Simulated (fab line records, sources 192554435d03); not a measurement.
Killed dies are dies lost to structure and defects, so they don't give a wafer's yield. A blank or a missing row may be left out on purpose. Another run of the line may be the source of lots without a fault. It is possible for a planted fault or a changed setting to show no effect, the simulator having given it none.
A struck lot beside a sound one / flow n5_finfet / 16 out of 1938 route steps
Sound: wafers L345.3, L345.4, L345.6. Wafers struck: L350.2, L350.4, L350.5. At the end, the cause is stated.
For every step that has rows: the tool of each side, followed by ch and its chambers, followed by its first start. Under that, the readings that differ: sound wafers / struck wafers / difference of the means / sigmas: that difference in standard deviations of wafers without a fault.
alike: a reading whose means differ by less than 2 such deviations, as well as words and numbers matching on both sides. not compared: withheld readings; readings where some wafer has no value; bounds like >300 that might hide an equal value; numbers whose values overlap and for which the record gives no deviation.
A row with sigmas, a row that says differs or no value, or rows on one side alone: a step with any of these is where the two part. When numbers do not overlap yet have no deviation, they are printed without sigmas and do not part them. A reading that every wafer of one side lacks parts them only if that side has two wafers or more.

first, 3 steps without rows for these wafers: N5_BEOL_M3_SRD_40 (time 30 s); N5_BEOL_M3_PRECLEAN_42 (cleans in residue remover, time 60 s); N5_BEOL_M3_SRD_43 (time 30 s).
N5_BEOL_M3_CD_MEAS_35: target cd 18 nm, target cd y 21 nm.
  sound on cd_sem-02 at day 7 20:56; struck on cd_sem-03 at day 9 14:08
  alike: cd_nm
then, 1 step without rows for these wafers: N5_BEOL_M3_DEGAS_44 (time 60 s).
N5_BEOL_M3_PRE_CLEAN_45: time 30 s.
  sound on pvd_sputter-01 at day 7 21:08; struck on pvd_sputter-02 at day 9 14:35
  alike: heater_power_w
N5_BEOL_M3_ALD_84: deposits TaN, pulse time 2 s, purge time 3 s, co reactant purge time 2 s.
  sound on ald_metal-04 ch 1,3, day 7 21:12; struck on ald_metal-03 ch 1,3, day 9 14:38
  alike: chamber_pressure_Torr, heater_power_outer_w, heater_power_w
N5_BEOL_M3_SURFACE_TREAT_85:
  sound on pvd_sputter-02 at day 7 21:39; struck on pvd_sputter-01 at day 9 14:53
  not compared: throttle_valve_pct
then, 3 steps without rows for these wafers: N5_BEOL_M3_CVD_47 (deposits Co from CCTBA/H2, target thk 3 nm, time 223.8 s); N5_BEOL_M3_SPUTTER_48 (material Cu, target thk 4.5 nm, time 8.29 s); N5_BEOL_M3_ANNEAL_49 (time 240 s).
N5_BEOL_M3_SPUTTER_79: material Cu, target thk 4.5 nm, time 8.29 s.
  sound on pvd_sputter-03 at day 7 22:35; struck on pvd_sputter-02 at day 9 15:24
  alike: chuck_sensor_temp_C, throttle_valve_pct
N5_BEOL_M3_ANNEAL_80: time 240 s.
  sound on pvd_sputter-03 at day 7 22:40; struck on pvd_sputter-02 at day 9 15:29
  no value came back on the struck wafers for heater_power_w (W), susceptor_temp_C (C); on the sound wafers heater_power_w (W) reads 693 679 691
N5_BEOL_M3_SPUTTER_81: material Cu, target thk 4.5 nm, time 8.29 s.
  sound on pvd_sputter-03 at day 7 22:49; struck on pvd_sputter-02 at day 9 15:37
  alike: chuck_sensor_temp_C, throttle_valve_pct
N5_BEOL_M4_RC_MEAS_101:
  sound on prober-02 ch 0, day 8 11:16; struck on prober-01 ch 0, day 10 03:54
reading=VT_P (mV); sound=-253 -253 -253; struck=-248 -244 -246; difference=+7; sigmas=+2
  alike: DIBL_N, DIBL_P, IOFF_N, IOFF_P, ION_N, ION_P, SS_N, SS_P, VT_N
following that, these wafers have no rows for 1 step: N5_PASSIVATION_PROBE_49.

== WHERE THEY PART ==
First at N5_BEOL_M3_ANNEAL_80; last, within this record, at N5_BEOL_M4_RC_MEAS_101.

WHY: what had been put in by the simulator
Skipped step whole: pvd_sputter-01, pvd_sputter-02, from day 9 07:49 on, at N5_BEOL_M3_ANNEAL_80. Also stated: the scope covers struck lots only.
